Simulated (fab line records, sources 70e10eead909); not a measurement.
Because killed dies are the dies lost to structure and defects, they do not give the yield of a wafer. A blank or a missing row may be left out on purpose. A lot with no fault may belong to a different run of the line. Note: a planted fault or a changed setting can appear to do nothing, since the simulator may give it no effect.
Which tool was responsible? :: flow nand-harc :: 39 wafers from 13 lots sampled at 4 of the route's 1302 steps

== WHAT EACH GAUGE READ, for each wafer ==
Not one reading of a measure or inspect step in the record can be checked against a usual standard deviation.

== WHICH TOOL RAN EACH LOT (tool, then ch and the chambers of the sampled wafers, then the start) ==
lot: L135
NHARC_A_CONTACT_ETCH_130: har-cap-etch-01 ch 0,1, day 22 15:21
NHARC_A_CONTACT_ETCH_132: har-cap-etch-01 ch 0,1, day 22 15:42
NHARC_A_CONTACT_SOFTBAKE_03: litho-track-01 ch 0, day 22 21:00
NHARC_A_CONTACT_DESCUM_13: rie-diel-01 ch 0,1,2, day 22 22:05

lot: L142
NHARC_A_CONTACT_ETCH_130: har-cap-etch-02 ch 0, day 24 15:14
NHARC_A_CONTACT_ETCH_132: har-cap-etch-02 ch 0, day 24 15:36
NHARC_A_CONTACT_SOFTBAKE_03: litho-track-06 ch 0, day 24 20:00
NHARC_A_CONTACT_DESCUM_13: rie-diel-01 ch 1,2,3, day 24 21:11

lot: L141
NHARC_A_CONTACT_ETCH_130: har-cap-etch-03 ch 0, day 24 17:02
NHARC_A_CONTACT_ETCH_132: har-cap-etch-03 ch 0, day 24 17:23
NHARC_A_CONTACT_SOFTBAKE_03: litho-track-06 ch 0, day 24 22:00
NHARC_A_CONTACT_DESCUM_13: rie-diel-04 ch 1,2,3, day 24 22:45

lot: L148
NHARC_A_CONTACT_ETCH_130: har-cap-etch-01 ch 1, day 27 00:03
NHARC_A_CONTACT_ETCH_132: har-cap-etch-01 ch 1, day 27 00:24
NHARC_A_CONTACT_SOFTBAKE_03: litho-track-04 ch 0, day 27 04:00
NHARC_A_CONTACT_DESCUM_13: rie-diel-04 ch 0,1,3, day 27 05:10

lot: L147
NHARC_A_CONTACT_ETCH_130: har-cap-etch-03 ch 0,1, day 27 03:05
NHARC_A_CONTACT_ETCH_132: har-cap-etch-03 ch 0,1, day 27 03:26
NHARC_A_CONTACT_SOFTBAKE_03: litho-track-01 ch 0, day 27 07:00
NHARC_A_CONTACT_DESCUM_13: rie-diel-04 ch 0,2, day 27 08:13

lot: L149
NHARC_A_CONTACT_ETCH_130: har-cap-etch-02 ch 0,1, day 27 18:56
NHARC_A_CONTACT_ETCH_132: har-cap-etch-02 ch 0,1, day 27 19:18
NHARC_A_CONTACT_SOFTBAKE_03: litho-track-01 ch 0, day 28 01:00
NHARC_A_CONTACT_DESCUM_13: rie-diel-04 ch 0,1,3, day 28 02:07

lot: L150
NHARC_A_CONTACT_ETCH_130: har-cap-etch-01 ch 0,1, day 28 05:20
NHARC_A_CONTACT_ETCH_132: har-cap-etch-01 ch 0,1, day 28 05:41
NHARC_A_CONTACT_SOFTBAKE_03: litho-track-06 ch 0, day 28 09:00
NHARC_A_CONTACT_DESCUM_13: rie-diel-04 ch 2,3, day 28 10:31

lot: L153
NHARC_A_CONTACT_ETCH_130: har-cap-etch-01 ch 0, day 29 03:52
NHARC_A_CONTACT_ETCH_132: har-cap-etch-01 ch 0, day 29 04:13
NHARC_A_CONTACT_SOFTBAKE_03: litho-track-06 ch 0, day 29 10:00
NHARC_A_CONTACT_DESCUM_13: rie-diel-11 ch 0,1,2, day 29 10:38

lot: L152
NHARC_A_CONTACT_ETCH_130: har-cap-etch-02 ch 0,1, day 29 06:46
NHARC_A_CONTACT_ETCH_132: har-cap-etch-02 ch 0,1, day 29 07:07
NHARC_A_CONTACT_SOFTBAKE_03: litho-track-06 ch 0, day 29 13:00
NHARC_A_CONTACT_DESCUM_13: rie-diel-11 ch 2,3, day 29 13:39

lot: L154
NHARC_A_CONTACT_ETCH_130: har-cap-etch-02 ch 0,1, day 29 23:41
NHARC_A_CONTACT_ETCH_132: har-cap-etch-02 ch 0,1, day 30 00:02
NHARC_A_CONTACT_SOFTBAKE_03: litho-track-06 ch 0, day 30 05:00
NHARC_A_CONTACT_DESCUM_13: rie-diel-11 ch 0,1, day 30 06:32

lot: L156
NHARC_A_CONTACT_ETCH_130: har-cap-etch-01 ch 1, day 30 06:36
NHARC_A_CONTACT_ETCH_132: har-cap-etch-01 ch 1, day 30 06:58
NHARC_A_CONTACT_SOFTBAKE_03: litho-track-04 ch 0, day 30 11:00
NHARC_A_CONTACT_DESCUM_13: rie-diel-01 ch 0,1,2, day 30 12:18

lot: L157
NHARC_A_CONTACT_ETCH_130: har-cap-etch-01 ch 0,1, day 30 09:53
NHARC_A_CONTACT_ETCH_132: har-cap-etch-01 ch 0,1, day 30 10:14
NHARC_A_CONTACT_SOFTBAKE_03: litho-track-04 ch 0, day 30 15:00
NHARC_A_CONTACT_DESCUM_13: rie-diel-01 ch 1,2, day 30 16:16

lot: L158
NHARC_A_CONTACT_ETCH_130: har-cap-etch-03 ch 0,1, day 31 00:31
NHARC_A_CONTACT_ETCH_132: har-cap-etch-03 ch 0,1, day 31 00:52
NHARC_A_CONTACT_SOFTBAKE_03: litho-track-01 ch 0, day 31 04:00
NHARC_A_CONTACT_DESCUM_13: rie-diel-04 ch 0,2,3, day 31 05:37
- NHARC_A_CONTACT_ETCH_130: etches the open film in C4F8/O2/Ar, time 197 s, target depth 1918 nm.
- NHARC_A_CONTACT_ETCH_132: etches the open film in C4F8/O2/Ar, time 197 s, target depth 1924 nm.
- NHARC_A_CONTACT_SOFTBAKE_03: time 55 s.
- NHARC_A_CONTACT_DESCUM_13: chemistry O2, time 3 s.

== WHAT THE TOOLS THEMSELVES READ (means of the sampled wafers that have a number; where no wafer has one, the mark that the record gives instead) ==
NHARC_A_CONTACT_SOFTBAKE_03. Usual: chill-plate-temp-C 23.04 C, standard deviation 0.11; heater-power-total-W 188.43 W, standard deviation 0.13; resist-line-temp-C 23.00 C, standard deviation 0.11.
lot: L135
tool: litho-track-01
chill-plate-temp-C (C): 23.09
heater-power-total-W (W): 188.36
resist-line-temp-C (C): 23.12
flag: 

lot: L142
tool: litho-track-06
chill-plate-temp-C (C): 23.15
heater-power-total-W (W): 190.79
resist-line-temp-C (C): 22.94
flag: OFF

lot: L141
tool: litho-track-06
chill-plate-temp-C (C): 23.11
heater-power-total-W (W): 190.87
resist-line-temp-C (C): 23.01
flag: OFF

lot: L148
tool: litho-track-04
chill-plate-temp-C (C): 23.06
heater-power-total-W (W): 188.34
resist-line-temp-C (C): 22.81
flag: 

lot: L147
tool: litho-track-01
chill-plate-temp-C (C): 22.89
heater-power-total-W (W): 188.39
resist-line-temp-C (C): 22.89
flag: 

lot: L149
tool: litho-track-01
chill-plate-temp-C (C): 22.98
heater-power-total-W (W): 188.58
resist-line-temp-C (C): 23.01
flag: 

lot: L150
tool: litho-track-06
chill-plate-temp-C (C): 22.95
heater-power-total-W (W): 188.34
resist-line-temp-C (C): 23.03
flag: 

lot: L153
tool: litho-track-06
chill-plate-temp-C (C): 22.94
heater-power-total-W (W): 188.55
resist-line-temp-C (C): 23.04
flag: 

lot: L152
tool: litho-track-06
chill-plate-temp-C (C): 22.96
heater-power-total-W (W): 188.43
resist-line-temp-C (C): 22.92
flag: 

lot: L154
tool: litho-track-06
chill-plate-temp-C (C): 22.93
heater-power-total-W (W): 188.41
resist-line-temp-C (C): 22.87
flag: 

lot: L156
tool: litho-track-04
chill-plate-temp-C (C): 23.03
heater-power-total-W (W): 188.37
resist-line-temp-C (C): 22.88
flag: 

lot: L157
tool: litho-track-04
chill-plate-temp-C (C): 22.99
heater-power-total-W (W): 188.45
resist-line-temp-C (C): 23.12
flag: 

lot: L158
tool: litho-track-01
chill-plate-temp-C (C): 23.08
heater-power-total-W (W): 188.40
resist-line-temp-C (C): 23.04
flag: 

NHARC_A_CONTACT_DESCUM_13. Usual: drypump-motor-current-A 5.7 A, standard deviation 0.5; oes-product-au 1.004 a.u., standard deviation 0.012; rf-vpp-V 57.9 V, standard deviation 0.84; showerhead-plenum-p-Torr 1.94 Torr, standard deviation 0.078; throttle-valve-pct 11.311 %, standard deviation 0.0084.
lot: L135
tool: rie-diel-01
drypump-motor-current-A (A): 5.9
oes-product-au (a.u.): 1.003
rf-vpp-V (V): 57.9
showerhead-plenum-p-Torr (Torr): 2.02
throttle-valve-pct (%): 11.305
flag: 

lot: L142
tool: rie-diel-01
drypump-motor-current-A (A): 5.9
oes-product-au (a.u.): 1.005
rf-vpp-V (V): 58.5
showerhead-plenum-p-Torr (Torr): 1.98
throttle-valve-pct (%): 11.309
flag: 

lot: L141
tool: rie-diel-04
drypump-motor-current-A (A): 5.7
oes-product-au (a.u.): 1.012
rf-vpp-V (V): 58.3
showerhead-plenum-p-Torr (Torr): 1.92
throttle-valve-pct (%): 11.308
flag: 

lot: L148
tool: rie-diel-04
drypump-motor-current-A (A): 5.6
oes-product-au (a.u.): 1.009
rf-vpp-V (V): 58.1
showerhead-plenum-p-Torr (Torr): 1.90
throttle-valve-pct (%): 11.311
flag: 

lot: L147
tool: rie-diel-04
drypump-motor-current-A (A): 5.9
oes-product-au (a.u.): 1.012
rf-vpp-V (V): 58.2
showerhead-plenum-p-Torr (Torr): 2.01
throttle-valve-pct (%): 11.305
flag: 

lot: L149
tool: rie-diel-04
drypump-motor-current-A (A): 5.5
oes-product-au (a.u.): 1.000
rf-vpp-V (V): 57.3
showerhead-plenum-p-Torr (Torr): 1.90
throttle-valve-pct (%): 11.314
flag: 

lot: L150
tool: rie-diel-04
drypump-motor-current-A (A): 5.5
oes-product-au (a.u.): 1.000
rf-vpp-V (V): 58.3
showerhead-plenum-p-Torr (Torr): 1.91
throttle-valve-pct (%): 11.311
flag: 

lot: L153
tool: rie-diel-11
drypump-motor-current-A (A): 5.2
oes-product-au (a.u.): 1.003
rf-vpp-V (V): 57.7
showerhead-plenum-p-Torr (Torr): 1.93
throttle-valve-pct (%): 11.304
flag: 

lot: L152
tool: rie-diel-11
drypump-motor-current-A (A): 5.6
oes-product-au (a.u.): 1.012
rf-vpp-V (V): 57.7
showerhead-plenum-p-Torr (Torr): 1.86
throttle-valve-pct (%): 11.316
flag: 

lot: L154
tool: rie-diel-11
drypump-motor-current-A (A): 4.8
oes-product-au (a.u.): 1.006
rf-vpp-V (V): 57.9
showerhead-plenum-p-Torr (Torr): 1.92
throttle-valve-pct (%): 11.309
flag: 

lot: L156
tool: rie-diel-01
drypump-motor-current-A (A): 5.9
oes-product-au (a.u.): 0.998
rf-vpp-V (V): 57.7
showerhead-plenum-p-Torr (Torr): 2.00
throttle-valve-pct (%): 11.311
flag: 

lot: L157
tool: rie-diel-01
drypump-motor-current-A (A): 5.7
oes-product-au (a.u.): 0.994
rf-vpp-V (V): 58.0
showerhead-plenum-p-Torr (Torr): 2.03
throttle-valve-pct (%): 11.312
flag: 

lot: L158
tool: rie-diel-04
drypump-motor-current-A (A): 5.6
oes-product-au (a.u.): 1.012
rf-vpp-V (V): 57.1
showerhead-plenum-p-Torr (Torr): 1.94
throttle-valve-pct (%): 11.312
flag: 

== THE ANSWER, worked out from the rows above alone ==
Rule: a lot counts as off when the mean over its wafers that have a number is more than 3 standard deviations away from the usual mean. A lot without any number at a reading at which 4 lots or more have one is off too. Where the step has rows for the other lots, those lots are counted as sound. Order of review: gauges by route order, followed by the tools' own readings, for which a lot's mean as printed above is used. At the first step where some lot is off, the reading lying furthest off is the one used; lots without a number count as furthest.
Off: L142, L141, at NHARC_A_CONTACT_SOFTBAKE_03 (heater-power-total-W).
If a tool, at that step or one of the process steps before it, ran each lot that is off and ran no sound lot following the first of them, it fits. No candidate that was tried fits.

== WHAT WAS PUT IN BY THE SIMULATOR ==
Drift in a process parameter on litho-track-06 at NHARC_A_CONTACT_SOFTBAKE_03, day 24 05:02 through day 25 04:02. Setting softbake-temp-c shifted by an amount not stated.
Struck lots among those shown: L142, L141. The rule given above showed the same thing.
